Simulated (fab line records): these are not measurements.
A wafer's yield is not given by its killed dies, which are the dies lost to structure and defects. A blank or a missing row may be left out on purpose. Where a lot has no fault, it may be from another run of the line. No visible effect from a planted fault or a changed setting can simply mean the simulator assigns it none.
fab line records | flow n5_finfet
[record] lots = 6 wafers = 18 last_day = 17
route steps=1938 shown BEOL_M4@1096
lots untouched by any fault: they come from a run of this same line in which no faults occurred
start_h: hours from the record's first day to the start of the lot's first wafer shown | wait_h: time in hours since the lot's previous step | " the same as in the row above | L1.1+2: a row that stands for several wafers | - value missing, or start not given | * or withheld: withheld | < > ~ a bound
route shown NAME@n: names a module that has steps shown in the file, with the first one's number in the route | usual: mean/standard deviation of fault-free wafers | same: alike in all rows | chamber/n: place in a boat | sites: each site's reading | _std_site: how widely they spread, as a standard deviation | _edge_site: inner sites' mean taken away from outer sites' mean | radius_mm: how far each site lies from the wafer's centre | mask NAME#n: copy n | behind: the most recent tool/chamber to have shaped the wafer | hold: why the lot went on hold/how many hours it stayed there/how the hold came to an end | device: which transistor (n, p or np) failed to switch | end of line: at the end of the route, the tests of the same wafers | a step with no rows: only its recipe | killed: dies that structure and defects cost at the first sort, which is not the same as the wafer's yield | map: dies across one wafer; x = killed, . = not, _ = none there
set.NAME: the setting the step ran with; set.NAME@STEP: the setting that earlier step ran with | model.NAME: the simulator's own value behind a step, which no gauge read
a table for each step, a row for each wafer; lots at some steps of the route
services: the hour from which a tool's chamber was out of use, counted from the record's first day as start_h (under 0 if before that day), plus the number of hours and why
[[steps]]
[step N5_BEOL_M4_SPUTTER_92]
[recipe] material = Cu target_thk_a = 45 temp_c = -20 chamber_pressure_pa = 0.07 power_w = withheld time_s = 8.29
[step N5_BEOL_M4_ANNEAL_93]
[recipe] temp_c = 400 time_s = 240 ambient = vacuum
[step N5_BEOL_M4_SPUTTER_94]
[recipe] material = Cu target_thk_a = 45 temp_c = -20 chamber_pressure_pa = 0.07 power_w = withheld time_s = 8.29
[usual] chuck_sensor_temp_C = -16.0/0.4 throttle_valve_pct = 29.9/0.79
// columns lot.wafer tool chamber start_h wait_h chuck_sensor_temp_C throttle_valve_pct
L821.3 pvd_sputter-01 - 184.40 0.1 -16.4 30.6
L821.4 " - " " -16.2 30.5
L821.5 " - " " -16.4 30.8
L824.1 pvd_sputter-01 - 210.23 0.1 -16.2 30.8
L824.2 " - " " -16.2 30.6
L824.5 " - " " -15.4 28.9
L831.1 pvd_sputter-02 - 258.56 0.1 -15.7 30.5
L831.5 " - " " -15.6 30.3
L831.6 " - " " -15.7 29.9
L833.2 pvd_sputter-01 - 276.75 0.1 -15.4 28.7
L833.4 " - " " -16.3 30.3
L833.5 " - " " -16.0 30.0
L838.2 pvd_sputter-02 - 288.55 0.1 -15.6 30.4
L838.3 " - " " -16.5 29.6
L838.5 " - " " -16.8 30.1
L837.4 pvd_sputter-01 - 292.18 0.1 -15.9 30.1
L837.5 " - " " -16.4 30.8
L837.6 " - " " -16.1 30.1
[step N5_BEOL_M4_ANNEAL_95]
[recipe] temp_c = 400 time_s = 240 ambient = vacuum
[usual] heater_power_w = 808/66
// columns lot.wafer tool chamber start_h wait_h heater_power_w
L821.3 pvd_sputter-01 - 184.48 0.0 811
L821.4 " - " " 881
L821.5 " - " " 862
L824.1 pvd_sputter-01 - 210.31 0.0 864
L824.2 " - " " 823
L824.5 " - " " 736
L831.1 pvd_sputter-02 - 258.64 0.0 770
L831.5 " - " " 764
L831.6 " - " " 708
L833.2 pvd_sputter-01 - 276.83 0.0 766
L833.4 " - " " 815
L833.5 " - " " 806
L838.2 pvd_sputter-02 - 288.63 0.0 745
L838.3 " - " " 782
L838.5 " - " " 934
L837.4 pvd_sputter-01 - 292.26 0.0 815
L837.5 " - " " 857
L837.6 " - " " 807
[step N5_BEOL_M4_SPUTTER_96]
[recipe] material = Cu target_thk_a = 45 temp_c = -20 chamber_pressure_pa = 0.07 power_w = withheld time_s = 8.29
[step N5_BEOL_M4_ECD_50]
[recipe] material = Cu target_thk_a = 3000
[step N5_BEOL_M4_ANNEAL_51]
[recipe] temp_c = 225 time_s = 90 ambient = N2
[step N5_BEOL_M4_CMP_52]
[recipe] stop_on = SiOC t_overpolish_s = 6.8 down_force_psi = 1 platen_rpm = 50 clearing_platen_down_force_psi = 1.5 clearing_platen_rpm = 50 post_cmp_clean = cu_alkaline target_thk_nm = 40 clearing_platen_pad_velocity_m_s = 0.99484 pad_velocity_m_s = 0.99484
[usual] barrier_field_endpoint_s = 24.5/0.66 motor_current_A = 5.9/0.63 overpolish_run_s = 6.800/0.0091 time_to_endpoint_s = 63/3.3
// columns lot.wafer tool chamber start_h wait_h barrier_field_endpoint_s motor_current_A overpolish_run_s time_to_endpoint_s
L821.4 cmp-01 2 185.19 0.2 24.6 6.5 6.815 65
L821.3 " 3 " " 25.7 6.4 6.775 69
L821.5 " 0 " " 25.2 5.7 6.800 65
L824.2 cmp-04 0 210.94 0.2 25.2 6.3 6.793 65
L824.1 " 3 " " 23.2 7.1 6.806 57
L824.5 " 0 " " 25.2 6.5 6.789 65
L831.1 cmp-03 1 259.40 0.4 24.2 6.2 6.814 65
L831.5 " 2 " " 25.2 5.5 6.811 62
L831.6 " 3 " " 24.3 6.3 6.800 64
L833.4 cmp-03 1 277.61 0.2 24.1 6.1 6.804 59
L833.2 " 3 " " 24.3 6.0 6.806 61
L833.5 " 1 " " 24.7 5.9 6.794 59
L838.3 cmp-04 2 289.47 0.2 25.7 5.2 6.793 66
L838.2 " 3 " " 23.4 7.0 6.800 59
L838.5 " 2 " " 24.8 5.0 6.785 71
L837.4 cmp-01 0 293.02 0.2 23.5 5.6 6.802 58
L837.5 " 3 " " 24.2 6.2 6.805 65
L837.6 " 0 " " 23.6 5.6 6.807 62
[step N5_BEOL_M4_THK_MEAS_53]
[recipe] thk_meas_gauge = xrf reads = Cu_of_BEOL_M4_ECD_50
[usual] M4_THK = 39.8/1.4
// columns lot.wafer tool chamber start_h wait_h M4_THK[nm]
L821.3 film_metro-01 - 185.41 - 40.4
L821.4 " - " " 38.9
L821.5 " - " " 40.0
L824.1 film_metro-02 - 211.23 - 37.8
L824.2 " - " " 39.9
L824.5 " - " " 39.7
L831.1 film_metro-01 - 259.58 - 40.1
L831.5 " - " " 40.6
L831.6 " - " " 39.3
L833.2 film_metro-01 - 277.91 - 40.8
L833.4 " - " " 39.7
L833.5 " - " " 40.9
L838.2 film_metro-01 - 289.77 - 40.7
L838.3 " - " " 38.4
L838.5 " - " " 42.3
L837.4 film_metro-02 - 293.28 - 39.4
L837.5 " - " " 39.1
L837.6 " - " " 38.5
[step N5_BEOL_M4_PRE_CLEAN_60]
[recipe] gas = NH3/H2 time_s = 15 temp_c = * rf_power_w = 300
[usual] heater_power_w = 83/8.8 rf_fwd_power_W = 296.8/1.2
// columns lot.wafer tool chamber start_h wait_h heater_power_w rf_fwd_power_W
L821.3 cvd_co-01 1 185.45 0.0 86 295.2
L821.4 " 1 " " 88 297.4
L821.5 " 0 " " 83 298.1
L824.1 cvd_co-01 1 211.27 0.0 84 295.4
L824.2 " 0 " " 82 297.4
L824.5 " 2 " " 89 296.4
L831.1 cvd_co-02 1 259.62 0.0 62 295.4
L831.5 " 1 " " 63 294.9
L831.6 " 2 " " 88 295.7
L833.2 cvd_co-01 1 277.95 0.0 85 295.8
L833.4 " 1 " " 86 296.3
L833.5 " 2 " " 90 296.5
L838.2 cvd_co-01 2 290.03 0.3 89 297.7
L838.3 " 0 " " 82 298.6
L838.5 " 2 " " 91 296.7
L837.4 cvd_co-02 1 293.34 0.1 65 294.3
L837.5 " 2 " " 89 296.9
L837.6 " 0 " " 85 298.5
[step N5_BEOL_M4_CO_CAP_55]
[recipe] material = Co target_thk_a = 20 temp_c = 200 precursor = CCTBA/H2 pressure_torr = 30 time_s = 102.1
[usual] heater_power_w = 234/11
// columns lot.wafer tool chamber start_h wait_h heater_power_w
L821.3 cvd_co-01 1 185.49 0.0 232
L821.4 " 1 " " 230
L821.5 " 0 " " 234
L824.1 cvd_co-01 1 211.31 0.0 238
L824.2 " 0 " " 237
L824.5 " 2 " " 240
L831.1 cvd_co-02 1 259.66 0.0 208
L831.5 " 1 " " 208
L831.6 " 2 " " 239
L833.2 cvd_co-01 1 277.99 0.0 241
L833.4 " 1 " " 248
L833.5 " 2 " " 240
L838.2 cvd_co-01 2 290.07 0.0 243
L838.3 " 0 " " 232
L838.5 " 2 " " 249
L837.4 cvd_co-02 1 293.39 0.0 209
L837.5 " 2 " " 237
L837.6 " 0 " " 243
[step N5_BEOL_M4_PRE_CLEAN_56]
[recipe] gas = NH3 time_s = 15 temp_c = withheld rf_power_w = 300
[step N5_BEOL_M4_DEP_57]
[recipe] material = SiCN target_thk_a = 80 temp_c = withheld precursor = 3MS/NH3 pressure_torr = 3 rf_w = 202 time_s = 14
[usual] rf_fwd_power_W = 199.1/1.1 showerhead_plenum_p_Torr = 3.669/0.011 throttle_valve_pct = 9.4/0.8
// columns lot.wafer tool chamber start_h wait_h rf_fwd_power_W showerhead_plenum_p_Torr throttle_valve_pct model.SiCN_of_BEOL_M4_DEP_57.thk_nm
L821.3 pecvd-01 2 185.60 0.0 199.4 3.666 8.8 7.8
L821.4 " 2 " " 198.5 3.671 8.8 8
L821.5 " 1 " " 199.8 3.679 8.8 8.2
L824.1 pecvd-01 0 211.43 0.0 197.7 3.664 11.2 7.8
L824.2 " 1 " " 199.8 3.684 8.6 8.2
L824.5 " 0 " " 197.2 3.669 10.8 8
L831.1 pecvd-01 1 259.78 0.0 - 3.681 8.9 7.4
L831.5 " 0 " " - 3.667 11.1 7.4
L831.6 " 2 " " - 3.664 9.0 7.4
L833.2 pecvd-01 0 278.11 0.0 197.7 3.661 10.7 8
L833.4 " 2 " " 198.7 3.670 8.9 8
L833.5 " 2 " " - 3.664 9.2 7.6
L838.2 pecvd-03 1 290.19 0.0 197.0 3.637 9.1 8
L838.3 " 0 " " 200.0 3.684 9.5 8
L838.5 " 1 " " 197.5 3.642 9.5 8.2
L837.4 pecvd-02 2 293.49 0.0 198.9 3.672 8.7 8.2
L837.5 " 1 " " 199.3 3.669 9.6 8
L837.6 " 0 " " 198.2 3.681 9.3 8.2
[step N5_BEOL_M4_RS_MEAS_58]
[recipe] thk_meas_gauge = four-point-probe reads = Co_of_BEOL_M4_CO_CAP_55+Cu_of_BEOL_M4_ECD_50+Co_of_BEOL_M4_CVD_47+TaN_of_BEOL_M4_ALD_84
[usual] M4_RS = 0.67/0.03
// columns lot.wafer tool chamber start_h wait_h M4_RS[ohm/sq]
L821.3 film_metro-02 - 185.67 0.1 0.66
L821.4 " - " " 0.69
L821.5 " - " " 0.67
L824.1 film_metro-01 - 211.50 0.0 0.72
L824.2 " - " " 0.67
L824.5 " - " " 0.68
L831.1 film_metro-01 - 259.84 0.0 0.66
L831.5 " - " " 0.66
L831.6 " - " " 0.68
L833.2 film_metro-01 - 278.20 0.1 0.65
L833.4 " - " " 0.67
L833.5 " - " " 0.64
L838.2 film_metro-01 - 290.26 0.1 0.66
L838.3 " - " " 0.71
L838.5 " - " " 0.62
L837.4 film_metro-02 - 293.54 0.0 0.68
L837.5 " - " " 0.69
L837.6 " - " " 0.71
[step N5_BEOL_M4_RC_MEAS_101]
[usual] DIBL_N = 36.4/1.6 DIBL_P = 36.2/1.8 IOFF_N = 0.159/0.029 IOFF_P = 0.21/0.034 ION_N = 670/12 ION_P = 459/8.2 SS_N = 71.5/0.59 SS_P = 73.2/0.54 VT_N = 250/3.3 VT_P = -250/3.7
// columns lot.wafer tool chamber start_h wait_h DIBL_N[mV/V] DIBL_P[mV/V] IOFF_N[nA/um] IOFF_P[nA/um] ION_N[uA/um] ION_P[uA/um] SS_N[mV/dec] SS_P[mV/dec] VT_N[mV] VT_P[mV]
L821.3 prober-02 0 186.03 0.3 37.1 36.4 0.179 0.23 674 461 72.1 73.0 248 -246
L821.4 " 0 " " 34.0 33.5 0.120 0.19 645 454 71.9 72.7 256 -249
L821.5 " 0 " " 32.8 30.9 0.102 0.15 647 450 71.0 71.8 256 -255
L824.1 prober-01 0 211.55 0.0 35.2 35.6 0.152 0.20 670 458 71.6 73.0 249 -250
L824.2 " 0 " " 34.2 35.2 0.128 0.18 647 450 71.3 73.3 253 -251
L824.5 " 0 " " 36.0 37.8 0.166 0.25 667 462 71.7 74.2 244 -247
L831.1 prober-01 0 259.90 0.0 37.5 36.6 0.162 0.19 655 444 71.5 73.4 254 -254
L831.5 " 0 " " 35.2 35.0 0.129 0.17 660 451 71.4 72.3 253 -253
L831.6 " 0 " " 38.4 38.9 0.180 0.22 662 453 71.8 73.8 253 -252
L833.2 prober-02 0 278.40 0.2 37.9 37.1 0.174 0.22 672 456 72.0 73.4 250 -252
L833.4 " 0 " " 36.1 34.8 0.153 0.19 667 451 71.5 72.8 250 -254
L833.5 " 0 " " 37.7 36.0 0.163 0.21 670 458 72.4 73.5 249 -250
L838.2 prober-01 0 290.46 0.2 36.5 37.1 0.165 0.23 676 465 70.7 73.9 249 -245
L838.3 " 0 " " 37.3 39.1 0.171 0.25 663 459 71.2 74.0 250 -249
L838.5 " 0 " " 36.2 37.5 0.159 0.23 673 471 70.4 72.7 250 -246
L837.4 prober-01 0 294.06 0.5 35.4 34.5 0.132 0.18 663 457 71.2 73.0 255 -251
L837.5 " 0 " " 34.9 34.4 0.132 0.18 662 457 71.7 72.9 254 -254
L837.6 " 0 " " 34.7 35.0 0.125 0.18 656 449 71.9 73.6 257 -253
[[services]]
// columns tool chamber start_h hours kind
pecvd-02 - 163.60 0.6 repair
cmp-03 - 166.26 1.2 repair
cmp-03 - 171.73 1.7 repair
pecvd-02 - 181.91 2.8 pm
cmp-03 - 183.05 3.6 repair
pecvd-01 2 192.46 2.1 scheduled_down
pecvd-02 2 202.38 - clean
pecvd-02 2 202.38 - consumable_replace:showerhead
pecvd-02 2 202.38 29.0 scheduled_down
pecvd-02 2 202.38 29.0 vent_cycle
pecvd-03 1 214.97 2.1 scheduled_down
cmp-04 - 217.00 5.3 pm
cmp-01 - 244.21 6.1 repair
cvd_co-01 - 255.69 0.6 repair
pecvd-01 - 256.66 1.3 repair
cmp-03 - 263.43 1.4 repair
cmp-04 - 265.21 0.9 repair
pecvd-02 2 271.16 5.5 scheduled_down
cmp-04 - 272.46 1.0 repair
pecvd-01 0 281.86 2.1 scheduled_down
cmp-03 - 286.11 1.6 repair
cmp-04 - 293.12 4.0 pm
pecvd-01 2 293.32 26.4 repair
[[key]]
first_sign none at tools or gauges
[model_effect] step = N5_BEOL_M4_DEP_57 value = SiCN_of_BEOL_M4_DEP_57.thk_nm without = 8.05 struck = 7.45
met_at N5_BEOL_M4_DEP_57
struck_wafers L831.1,L831.5,L831.6,L833.5
onset_between 211.43 259.78
[fault] kind = process_parameter_drift tool = pecvd-01 chamber = - onset_h = 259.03 steps = N5_BEOL_M4_DEP_57 channel = time_s offset = * shape = step end_h = 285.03 scope = struck_wafers_only acts_in = * stated = *
